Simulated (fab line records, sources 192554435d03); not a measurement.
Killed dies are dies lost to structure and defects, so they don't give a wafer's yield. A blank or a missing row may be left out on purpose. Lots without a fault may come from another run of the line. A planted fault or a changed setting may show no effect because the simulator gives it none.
fab line records | flow n5_finfet
record lots=14 wafers=38 last_day=17
route steps=1938 shown BEOL_M9@1458 PASSIVATION@1930
lots that met no fault: from a run of the same line without faults
start_h: hours from the record's first day to the start of the lot's first wafer shown | wait_h: hours since the lot's step before | " the same as in the row above | L1.1+2: a row that stands for several wafers | - no value, or no start given | * or withheld: withheld | < > ~ a bound
route shown NAME@n: a module of which the file shows steps, and the number in the route of the first | usual: mean/standard deviation of fault-free wafers | same: alike in all rows | chamber/n: place in a boat | sites: the reading at each site | _std_site: their standard deviation | _edge_site: outer sites' mean less inner sites' | radius_mm: how far each site lies from the wafer's centre | mask NAME#n: copy n | behind: the tool/chamber that last shaped the wafer | hold: why the lot was held/for how many hours/how that ended | device: the transistor (n, p or np) that didn't switch | end of line: the same wafers' tests at the end of the route | a step without rows: its recipe alone | killed: dies lost to structure and defects at the first sort, not the wafer's yield | map: a wafer's dies, x killed, . not, _ none there
set.NAME: the setting as run; set.NAME@STEP: as run at that earlier step | model.NAME: the simulator's own value behind a step, which no gauge read
steps of the route over a sample of lots; a table a step, a row a wafer
services: from which hour (start_h, from the record's first day; less than 0 if before it) a tool's chamber was out of use, for how many hours, and why
## steps
# step N5_BEOL_M9_ALD_74
# recipe material=TaN target_thk_a=20 temp_c=275 ald_precursor_family=PDMAT ald_co_reactant=NH3 pressure_torr=3 carrier_flow_sccm=1500 pulse_time_s=2 purge_time_s=3 co_reactant_purge_time_s=2 co_reactant_pulse_time_s=3 ald_cycles=40 precursor_vessel_temp_c=75 precursor_vessel_pressure_torr=26.25 precursor_vessel_carrier_sccm=1000
# usual heater_power_w=433/38 susceptor_temp_C=275.02/0.19
# columns lot.wafer tool chamber start_h wait_h heater_power_w susceptor_temp_C
L929.1 ald_metal-04 2 215.49 0.0 450 275.16
L929.4 " 3 " " 459 274.91
L929.6 " 1 " " 449 274.87
L931.3 ald_metal-02 0 215.74 0.0 416 274.75
L931.4 " 1 " " 385 274.97
L931.6 " 3 " " 405 275.19
L934.4 ald_metal-04 2 244.28 0.0 452 274.86
L934.5 " 0 " " 377 274.90
L937.1 ald_metal-04 2 263.16 0.1 448 275.15
L937.2 " 1 " " 454 274.81
L937.3 " 3 " " 471 275.27
L935.5 ald_metal-03 1 263.48 0.2 539 274.84
L935.6 " 0 " " 394 274.58
L938.2 ald_metal-04 2 264.00 0.3 436 274.69
L938.4 " 3 " " 470 275.14
L938.5 " 1 " " 460 275.19
L936.1 ald_metal-03 0 270.74 0.1 405 274.87
L936.3 " 3 " " 422 274.89
L940.1 ald_metal-02 2 270.79 0.0 457 274.93
L940.4 " 1 " " 395 274.96
L940.6 " 2 " " 469 274.69
L939.2 ald_metal-04 0 291.25 0.0 388 274.92
L939.4 " 3 " " 469 275.39
L939.5 " 0 " " 384 274.68
L941.1 ald_metal-04 0 309.73 0.3 392 275.43
L941.4 " 3 " " 478 274.83
L941.5 " 0 " " 372 275.17
L945.2 ald_metal-02 2 317.39 0.1 463 274.98
L945.4 " 0 " " 418 274.55
L945.6 " 1 " " 378 275.20
L949.3 ald_metal-04 2 340.64 0.2 448 275.48
L949.5 " 3 " " 454 275.01
L949.6 " 0 " " 382 274.79
L950.1 ald_metal-04 1 348.28 0.3 433 275.14
L950.2 " 3 " " 458 274.89
L951.1 ald_metal-02 0 364.00 0.2 416 275.06
L951.3 " 1 " " 379 275.30
L951.4 " 2 " " 455 274.90
# step N5_PASSIVATION_ETCH_54
# recipe chemistry=CHF3/O2 target=SiO2 target_depth_a=8800 CHF3_flow_sccm=50 O2_flow_sccm=5 Ar_flow_sccm=200 time_s=440 mask_material=PR pressure_mtorr=30 source_w=650 bias_w=170 ion_energy_ev=200
# usual bias_w=170.0/0.48 drypump_motor_current_A=5.8/0.42 oes_product_au=0.81/0.049 rf_vpp_V=519/10 showerhead_plenum_p_Torr=2.39/0.076 throttle_valve_pct=18.80/0.17
# columns lot.wafer tool chamber start_h wait_h bias_w drypump_motor_current_A oes_product_au rf_hours_counter_h rf_vpp_V showerhead_plenum_p_Torr throttle_valve_pct
L929.1 rie_diel-03 0 270.49 0.1 170.6 5.4 0.87 47 512 2.34 18.82
L929.4 " 1 " " 170.3 5.5 0.89 31 517 2.37 19.09
L929.6 " 3 " " 169.3 5.3 0.67 - 542 2.28 18.98
L931.3 rie_diel-02 3 273.94 0.1 169.8 5.5 0.87 28 516 2.56 18.57
L931.4 " 1 " " 169.9 6.6 0.83 68 506 2.35 18.64
L931.6 " 1 " " 170.7 6.6 0.83 - 507 2.35 18.66
L934.4 rie_diel-04 2 303.17 0.1 170.4 6.2 0.79 - 512 2.42 18.64
L934.5 " 1 " " 170.0 5.8 0.82 - 514 2.33 18.67
L937.1 rie_diel-03 3 320.22 0.1 170.1 5.3 0.67 241 540 2.28 19.02
L937.2 " 0 " " 170.5 5.4 0.85 63 511 2.34 18.83
L937.3 " 2 " " 170.0 5.7 0.80 86 525 2.34 18.82
L935.5 rie_diel-04 2 321.27 0.1 170.8 6.1 0.78 - 512 2.41 18.63
L935.6 " 1 " " 170.2 5.8 0.81 - 512 2.33 18.68
L938.2 rie_diel-04 2 326.04 0.1 170.2 6.1 0.77 122 512 2.41 18.64
L938.4 " 1 " " 170.1 5.8 0.80 103 513 2.33 18.69
L938.5 " 3 " " 170.2 6.4 0.88 - 528 2.46 18.82
L940.1 rie_diel-04 1 329.36 0.1 170.1 5.8 0.80 105 513 2.33 18.69
L940.4 " 2 " " 169.7 6.2 0.78 124 510 2.41 18.66
L940.6 " 2 " " 169.9 6.1 0.78 - 511 2.41 18.66
L936.1 rie_diel-04 2 332.15 0.1 170.2 6.2 0.77 125 511 2.41 18.66
L936.3 " 0 " " 169.6 5.1 0.77 153 507 2.32 19.15
L939.2 rie_diel-04 2 352.31 0.1 169.5 6.1 0.77 134 512 2.41 18.67
L939.4 " 1 " " 170.7 5.8 0.79 114 513 2.33 18.72
L939.5 " 1 " " 169.9 5.8 0.79 - 514 2.33 18.70
L941.1 rie_diel-04 1 371.33 0.1 170.2 5.8 0.79 119 514 2.33 18.72
L941.4 " 2 " " 170.3 6.1 0.77 139 511 2.41 18.68
L941.5 " 3 " " 169.2 6.4 0.87 - 528 2.46 18.82
L945.2 rie_diel-03 3 375.23 0.1 169.9 5.3 0.93 8 549 2.56 18.65
L945.4 " 1 " " 169.9 5.5 0.84 - 517 2.35 19.12
L945.6 " 2 " " 169.5 5.7 0.78 - 525 2.33 18.85
L949.3 rie_diel-04 1 399.98 0.1 170.0 5.8 0.78 130 513 2.32 18.73
L949.5 " 1 " " 169.7 5.8 0.78 - 513 2.32 18.73
L949.6 " 2 " " 169.4 6.2 0.76 - 513 2.40 18.70
L950.1 rie_diel-02 3 405.60 0.1 170.7 5.6 0.81 78 514 2.54 18.62
L950.2 " 0 " " 170.2 5.7 0.82 89 532 2.43 18.72
L951.1 rie_diel-02 0 416.30 0.1 171.0 5.6 0.81 93 533 2.43 18.72
L951.3 " 2 " " 170.2 5.5 0.76 151 513 2.32 18.94
L951.4 " 3 " " 170.1 5.6 0.80 82 515 2.54 18.66
# step N5_PASSIVATION_PROBE_49
# usual defect_limited_yield=91.4/1.4 killed_at_M0_to_M3=32/10 killed_at_M4_up=13/5.6 killed_at_contacts=13/6.6 killed_at_front_end=39/13 killed_at_other=3.4/2.8 killed_dies=101/17 killed_open=66/13 killed_short=33/7 sort_bin_5_function=5.0/0.93 sort_bin_6_memory=3.2/0.65 sort_bin_8_speed=0.01/0.16 sort_n_pass=1078/17 sort_yield_pct=91.4/1.4
# same gross_dies=1180 killed_at_back_side=0 sort_bin_4_leakage[%]=0
# columns lot.wafer tool chamber start_h wait_h defect_limited_yield[%] killed_at_M0_to_M3 killed_at_M4_up killed_at_contacts killed_at_front_end killed_at_other killed_dies killed_open killed_short sort_bin_5_function[%] sort_bin_6_memory[%] sort_bin_8_speed[%] sort_n_pass sort_yield_pct[%]
L937.1 prober-02 - 323.01 0.0 91.4 24 11 14 51 2 102 73 22 4.2 3.7 0 1078 91.4
L937.2 prober-02 - 323.06 0.1 90.0 37 9 16 55 1 118 68 48 5.7 3.7 0 1062 90.0
L937.3 prober-02 - 323.11 0.1 91.1 31 13 21 38 2 105 69 35 5.6 2.8 0 1075 91.1
L940.1 prober-02 - 332.17 0.0 92.8 16 13 10 44 2 85 56 29 3.6 3.6 0 1095 92.8
L940.4 prober-02 - 332.32 0.2 90.8 24 10 31 37 6 108 81 27 5.2 3.9 0 1072 90.8
L940.6 prober-02 - 332.42 0.3 91.6 27 14 26 29 3 99 65 34 4.9 3.0 0 1081 91.6
L941.1 prober-02 - 374.11 0.0 90.3 46 10 14 42 2 114 67 38 4.7 4.2 0 1066 90.3
L941.4 prober-02 - 374.26 0.2 91.8 32 14 3 40 8 97 60 37 4.1 3.9 0 1083 91.8
L941.5 prober-02 - 374.31 0.2 90.6 43 15 5 41 7 111 71 38 6.1 3.1 0 1069 90.6
L949.3 prober-01 - 402.87 0.1 90.5 34 16 33 26 3 112 79 31 5.7 3.7 0 1068 90.5
L949.5 prober-01 - 402.97 0.2 83.1 22 129 10 36 3 200 50 28 10.8 4.3 0 980 83.1
L949.6 prober-01 - 403.02 0.3 93.6 29 6 6 31 4 76 41 34 3.7 2.3 0 1104 93.6
L950.1 prober-01 - 408.39 0.0 89.7 37 6 14 59 6 122 80 33 6.2 3.1 0 1058 89.7
L950.2 prober-01 - 408.44 0.1 79.4 30 136 8 60 9 243 78 40 12.5 5.7 0 937 79.4
L951.1 prober-02 - 419.08 0.0 91.7 36 17 13 32 0 98 67 30 4.9 3.1 0 1082 91.7
L951.3 prober-02 - 419.18 0.1 90.0 41 10 13 54 0 118 71 41 5.5 3.8 0 1062 90.0
L951.4 prober-02 - 419.23 0.2 89.8 48 11 20 40 1 120 84 36 5.8 4.1 0 1060 89.8
# killed by level:class
L937.1 STI_FIN_REVEAL:geometric_particle:open=14 MOL_CONTACT_COAG:geometric_particle:open=13 FIN_SAQP:geometric_particle:short=9 FIN_SAQP:geometric_particle:open=8 BEOL_M1:geometric_particle:open=7 HKMG_FIN:area_etch=6 BEOL_M2:geometric_particle:open=5 BEOL_M0_SAQP:geometric_particle:open=4
L937.2 FIN_SAQP:geometric_particle:short=20 BEOL_M3:geometric_particle:open=12 MOL_CONTACT_COAG:geometric_particle:open=10 BEOL_M2:geometric_particle:open=8 GATE_CUT:geometric_particle:short=6 MOL_CONTACT_COAG:geometric_particle:short=6 FIN_SAQP:geometric_particle:open=5 STI_FIN_REVEAL:geometric_particle:open=5
L937.3 MOL_CONTACT_COAG:geometric_particle:open=17 FIN_SAQP:geometric_particle:open=13 BEOL_M0_SAQP:geometric_particle:short=7 FIN_SAQP:geometric_particle:short=6 BEOL_M1:geometric_particle:open=6 BEOL_M0_SAQP:geometric_particle:open=5 STI_FIN_REVEAL:geometric_particle:open=4 MOL_CONTACT_COAG:geometric_particle:short=4
L940.1 FIN_SAQP:geometric_particle:open=13 FIN_SAQP:geometric_particle:short=10 MOL_CONTACT_COAG:geometric_particle:open=9 STI_FIN_REVEAL:geometric_particle:open=5 DUMMY_GATE:geometric_particle:open=4 BEOL_M4:geometric_particle:open=4 BEOL_M2:geometric_particle:open=3 BEOL_M7:geometric_particle:open=3
L940.4 MOL_CONTACT_COAG:geometric_particle:open=25 FIN_SAQP:geometric_particle:short=10 FIN_SAQP:geometric_particle:open=7 BEOL_M1:geometric_particle:open=7 MOL_CONTACT_COAG:geometric_particle:short=6 STARTING-WAFER:geometric_particle:open=6 BEOL_M2:geometric_particle:open=6 BEOL_M4:geometric_particle:open=6
L940.6 MOL_CONTACT_COAG:geometric_particle:open=22 FIN_SAQP:geometric_particle:short=8 BEOL_M0:geometric_particle:open=7 BEOL_M4:geometric_particle:open=7 GATE_CUT:geometric_particle:short=6 BEOL_M1:geometric_particle:open=5 FIN_SAQP:geometric_particle:open=4 MOL_CONTACT_COAG:geometric_particle:short=4
L941.1 BEOL_M0_SAQP:geometric_particle:short=16 MOL_CONTACT_COAG:geometric_particle:open=13 BEOL_M0_SAQP:geometric_particle:open=10 BEOL_M2:geometric_particle:open=10 FIN_SAQP:geometric_particle:short=9 BEOL_M4:geometric_particle:open=7 HKMG_FIN:area_etch=7 FIN_SAQP:geometric_particle:open=6
L941.4 BEOL_M0_SAQP:geometric_particle:short=13 BEOL_M0_SAQP:geometric_particle:open=12 FIN_SAQP:geometric_particle:short=9 BEOL_M4:geometric_particle:open=9 FIN_SAQP:geometric_particle:open=7 STI_FIN_REVEAL:geometric_particle:open=7 DUMMY_GATE:geometric_particle:open=4 PASS1_CAP:geometric_particle:open=4
L941.5 FIN_SAQP:geometric_particle:short=13 FIN_SAQP:geometric_particle:open=13 BEOL_M0_SAQP:geometric_particle:open=11 BEOL_M3:geometric_particle:open=9 BEOL_M4:geometric_particle:open=8 BEOL_M0_SAQP:geometric_particle:short=7 BEOL_M2:geometric_particle:open=7 BEOL_M1:geometric_particle:open=5
L949.3 MOL_CONTACT_COAG:geometric_particle:open=21 MOL_CONTACT_COAG:geometric_particle:short=11 BEOL_M2:geometric_particle:open=11 BEOL_M4:geometric_particle:open=8 BEOL_M1:geometric_particle:open=7 BEOL_M0_SAQP:geometric_particle:short=6 FIN_SAQP:geometric_particle:open=4 STI_FIN_REVEAL:geometric_particle:open=4
L949.5 BEOL_M9:unspecified=121 FIN_SAQP:geometric_particle:short=12 FIN_SAQP:geometric_particle:open=9 MOL_CONTACT_COAG:geometric_particle:open=8 BEOL_M2:geometric_particle:open=7 BEOL_M0_SAQP:geometric_particle:short=5 BEOL_M3:geometric_particle:open=5 DUMMY_GATE:geometric_particle:open=4
L949.6 BEOL_M2:geometric_particle:open=14 FIN_SAQP:geometric_particle:short=8 FIN_SAQP:geometric_particle:open=5 STARTING-WAFER:geometric_particle:short=5 MOL_CONTACT_COAG:geometric_particle:open=4 BEOL_M0_SAQP:geometric_particle:short=4 BEOL_M2:geometric_particle:short=4 STI_FIN_REVEAL:geometric_particle:open=3
L950.1 FIN_SAQP:geometric_particle:open=16 STI_FIN_REVEAL:geometric_particle:open=14 BEOL_M1:geometric_particle:open=12 MOL_CONTACT_COAG:geometric_particle:open=11 HKMG_FIN:area_etch=8 FIN_SAQP:geometric_particle:short=7 BEOL_M3:geometric_particle:open=7 STI_FIN_REVEAL:geometric_particle:short=4
L950.2 BEOL_M9:unspecified=123 FIN_SAQP:geometric_particle:open=14 STI_FIN_REVEAL:geometric_particle:open=11 BEOL_M3:geometric_particle:open=11 FIN_SAQP:geometric_particle:short=10 GATE_CUT:geometric_particle:short=6 MOL_CONTACT_COAG:geometric_particle:open=6 BEOL_M0:geometric_particle:open=5
L951.1 STI_FIN_REVEAL:geometric_particle:open=12 MOL_CONTACT_COAG:geometric_particle:open=12 FIN_SAQP:geometric_particle:open=9 BEOL_M3:geometric_particle:open=8 BEOL_M0_SAQP:geometric_particle:open=6 BEOL_M0_SAQP:geometric_particle:short=6 BEOL_M1:geometric_particle:short=6 BEOL_M1:geometric_particle:open=4
L951.3 STI_FIN_REVEAL:geometric_particle:open=14 BEOL_M0_SAQP:geometric_particle:short=11 FIN_SAQP:geometric_particle:open=9 MOL_CONTACT_COAG:geometric_particle:open=9 FIN_SAQP:geometric_particle:short=8 BEOL_M0_SAQP:geometric_particle:open=8 BEOL_M1:geometric_particle:open=8 BEOL_M3:geometric_particle:open=6
L951.4 MOL_CONTACT_COAG:geometric_particle:open=16 STI_FIN_REVEAL:geometric_particle:open=15 FIN_SAQP:geometric_particle:open=12 BEOL_M0_SAQP:geometric_particle:short=10 BEOL_M1:geometric_particle:open=9 BEOL_M0_SAQP:geometric_particle:open=9 BEOL_M1:geometric_particle:short=8 FIN_SAQP:geometric_particle:short=4
## services
# columns tool chamber start_h hours kind
ald_metal-02 0 198.39 3.3 repair
ald_metal-04 1 200.96 2.2 repair
rie_diel-04 3 212.00 - clean
rie_diel-04 3 212.00 - consumable_replace:focus_ring
rie_diel-04 3 212.00 22.3 scheduled_down
ald_metal-03 2 235.62 5.8 repair
ald_metal-03 1 241.96 5.4 repair
ald_metal-04 - 250.72 1.2 repair
rie_diel-04 0 259.93 44.6 repair
ald_metal-04 0 264.65 1.6 repair
ald_metal-03 - 285.70 8.7 pm
rie_diel-03 1 300.65 1.3 repair
ald_metal-02 - 306.27 0.4 repair
ald_metal-03 3 314.87 15.0 repair
rie_diel-04 0 315.19 1.6 repair
rie_diel-02 - 322.39 0.2 repair
ald_metal-03 - 337.25 14.0 pm
ald_metal-02 - 341.47 8.7 pm
rie_diel-03 2 351.86 1.3 repair
rie_diel-02 1 352.68 16.7 repair
rie_diel-03 1 363.83 7.7 repair
rie_diel-03 0 369.47 10.3 repair
ald_metal-02 2 381.57 6.1 repair
ald_metal-03 3 411.30 6.9 repair
## key
first_sign step=N5_PASSIVATION_PROBE_49 reading=killed_at_M4_up direction=up sigmas=21 usual=13 struck=132
effect step=N5_PASSIVATION_PROBE_49 reading=defect_limited_yield direction=down sigmas=7.1 usual=91.4 struck=81.2
more_kills_born_at N5_BEOL_M9_ALD_74@ald_metal-04=244
met_at N5_BEOL_M9_ALD_74
struck_lots L949,L950
struck_wafers L949.5,L950.2
not_acting_at N5_PASSIVATION_ETCH_54
onset_between 309.73 340.64
fault kind=chamber_particle_source tool=ald_metal-04 chamber=3 onset_h=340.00 steps=N5_BEOL_M9_ALD_74 rate_per_visit_cm2=0.75492 end_h=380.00
